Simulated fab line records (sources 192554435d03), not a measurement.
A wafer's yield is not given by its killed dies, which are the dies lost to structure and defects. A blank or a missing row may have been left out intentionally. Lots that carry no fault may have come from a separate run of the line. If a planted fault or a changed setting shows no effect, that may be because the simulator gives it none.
3 desks, one fault :: flow n5_finfet :: only its own numbers are on each desk; what lay behind them is given at the end

## AT THE TOOL OWNER'S DESK: litho_track-03
The tool's own readings at N5_BEOL_M7_COAT_22 (resist thk 30 nm): means of the sampled wafers that have a number, for each lot that ran on this tool. Any lot whose mean is over 4 standard deviations away from the usual mean is out of limits and marked OUT; that distance is given in the brackets.
Columns: A = spin_speed_rpm at N5_BEOL_M7_COAT_22, usual 1500.1 rpm
lot: L633
first seen here: day 13 09:34
A: 1499.0

lot: L634
first seen here: day 13 14:05
A: 1578.6 (+65) OUT

lot: L635
first seen here: day 13 17:13
A: 1579.1 (+66) OUT
Finding of this desk: L634, L635 out of limits; the first was L634 at day 13 14:05, on spin_speed_rpm at N5_BEOL_M7_COAT_22. In limits: L633.

## FROM THE METROLOGY DESK
What the gauges read for every lot (on any tool): the sampled wafers with a number, averaged. Any lot whose mean is over 4 standard deviations away from the usual mean is out of limits and marked OUT; that distance is given in the brackets.
Columns: A = cd_nm at N5_BEOL_M7_CD_MEAS_18, usual 39.9 nm; B = cd_nm at N5_BEOL_M7_CD_MEAS_28, usual 39.98 nm; C = V6_OVL at N5_BEOL_M7_OVL_MEAS_29, usual -0.9 nm
lot: L622
first seen here: day 10 06:01
A: 39.7
B: 40.04
C: -1.6

lot: L620
first seen here: day 10 09:25
A: 40.3
B: 39.96
C: -1.0

lot: L633
first seen here: day 13 05:25
A: 39.2
B: 40.02
C: -0.7

lot: L634
first seen here: day 13 13:31
A: 39.4
B: 39.78
C: -0.7

lot: L635
first seen here: day 13 16:36
A: 39.9
B: 40.01
C: -1.8

lot: L640
first seen here: day 15 03:17
A: 39.7
B: 39.76
C: -0.8
Result from this desk: across the 6 lots, nothing is out of limits.

## THE DEFECT DESK
For each lot, the counts of the inspections along the route, averaged over the sampled wafers that have a number. Any lot whose mean is over 4 standard deviations away from the usual mean is out of limits and marked OUT; that distance is given in the brackets.
Columns: A = raw_defect_count at N5_BEOL_M7_INSPECT_13, usual 383; B = raw_defect_count at N5_BEOL_M7_INSPECT_30, usual 384
lot: L622
first seen here: day 10 03:54
A: 314
B: 314

lot: L620
first seen here: day 10 07:50
A: 470
B: 433

lot: L633
first seen here: day 13 04:55
A: 354
B: 373

lot: L634
first seen here: day 13 13:00
A: 446
B: 431

lot: L635
first seen here: day 13 16:01
A: 417
B: 390

lot: L640
first seen here: day 15 02:48
A: 483
B: 465
Result from this desk: across the 6 lots, nothing is out of limits.

## PUT TOGETHER
The tool owner's desk had the chance to raise an alarm at day 13 14:05 on L634, L635.
Nothing out of limits was seen by the metrology desk.
The defect desk saw nothing out of limits.
The metrology desk has L634, L635 on record, within its limits.
The defect desk has L634, L635 on record, within its limits.
The lots listed all ran N5_BEOL_M7_COAT_22 on litho_track-03.

## WHAT THE SIMULATOR HAD PUT IN
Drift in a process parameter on litho_track-03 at N5_BEOL_M7_COAT_22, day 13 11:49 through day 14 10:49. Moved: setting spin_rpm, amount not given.
Shown lots that were struck: L634, L635.
Hours from the fault's start to each desk's first reading out of limits: the tool owner's desk, 2.
